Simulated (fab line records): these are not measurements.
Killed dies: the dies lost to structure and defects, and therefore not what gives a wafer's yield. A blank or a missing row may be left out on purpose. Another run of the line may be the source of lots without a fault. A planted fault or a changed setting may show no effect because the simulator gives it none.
2 desks looking at one fault	flow nand-harc	each desk has only its own numbers; what lay behind them comes last

== FROM THE METROLOGY DESK ==
Means of the sampled wafers that have a number, per lot and without regard to the tool the lot ran on: this is what the gauges read. If a lot's mean is further than 4 standard deviations from the usual mean, the lot is out of limits and carries the mark OUT (the distance appears in the brackets).
Columns: A = thk-nm at NHARC_A_SOURCE_PLATE_THK_MEAS_06, usual 200.5 nm; B = thk-nm at NHARC_A_ONON_D1_THK_MEAS_02, usual 1003 nm
lot	first seen here	A	B
L676	day 7 13:13	200.0	991
L678	day 8 11:46	199.1	1011
L682	day 10 02:38	200.3	906 (-11) OUT
L683	day 10 19:53	202.1	966 (-4.1) OUT
L688	day 12 14:11	200.4	999
L690	day 14 01:39	196.7	1006
L692	day 14 18:18	200.8	992
L694	day 15 01:49	197.0	1012
L695	day 15 12:40	197.1	1004
L696	day 15 22:32	203.2	993
L697	day 16 10:07	200.2	1014
L698	day 17 06:20	203.8	995
L699	day 17 06:20	200.5	1005
This desk's finding: out of limits on L682, L683; first on L682, day 10 03:17 (thk-nm at NHARC_A_ONON_D1_THK_MEAS_02). Within limits: L676, L678, L688, L690, L692, L694, L695, L696, L697, L698, L699.

== FOR THE TOOL OWNER'S DESK: pecvd-onon-02 ==
The tool's own readings at NHARC_A_ONON_D1_DEP_00 (target thk 1000 nm): means of the sampled wafers that have a number, for each lot that ran on this tool. If a lot's mean is further than 4 standard deviations from the usual mean, the lot is out of limits and carries the mark OUT (the distance appears in the brackets).
Columns: A = sih4-flow-sccm at NHARC_A_ONON_D1_DEP_00, usual 209.8 sccm
lot	first seen here	A
L676	day 7 13:21	210.4
L682	day 10 02:46	208.9
L683	day 10 20:11	210.2
L690	day 14 01:52	210.5
L694	day 15 01:57	210.6
L695	day 15 12:50	209.7
L696	day 15 22:43	209.7
L698	day 17 06:28	209.7
This desk's finding: nothing out of limits on any of the 8 lots.

== ALL TOGETHER ==
An alarm was possible from the metrology desk at day 10 03:17, on L682, L683.
The desk of the tool owner found nothing out of limits.
On record at the tool owner's desk: L682, L683, within its limits.
All the named lots went through NHARC_A_ONON_D1_DEP_00 on pecvd-onon-02.

== WHAT HAD BEEN PUT IN BY THE SIMULATOR ==
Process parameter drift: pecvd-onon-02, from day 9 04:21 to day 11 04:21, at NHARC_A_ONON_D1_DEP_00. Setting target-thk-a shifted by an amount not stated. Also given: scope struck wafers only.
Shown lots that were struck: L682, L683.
Delay in hours, fault start to first out-of-limits reading, per desk: metrology desk 23.
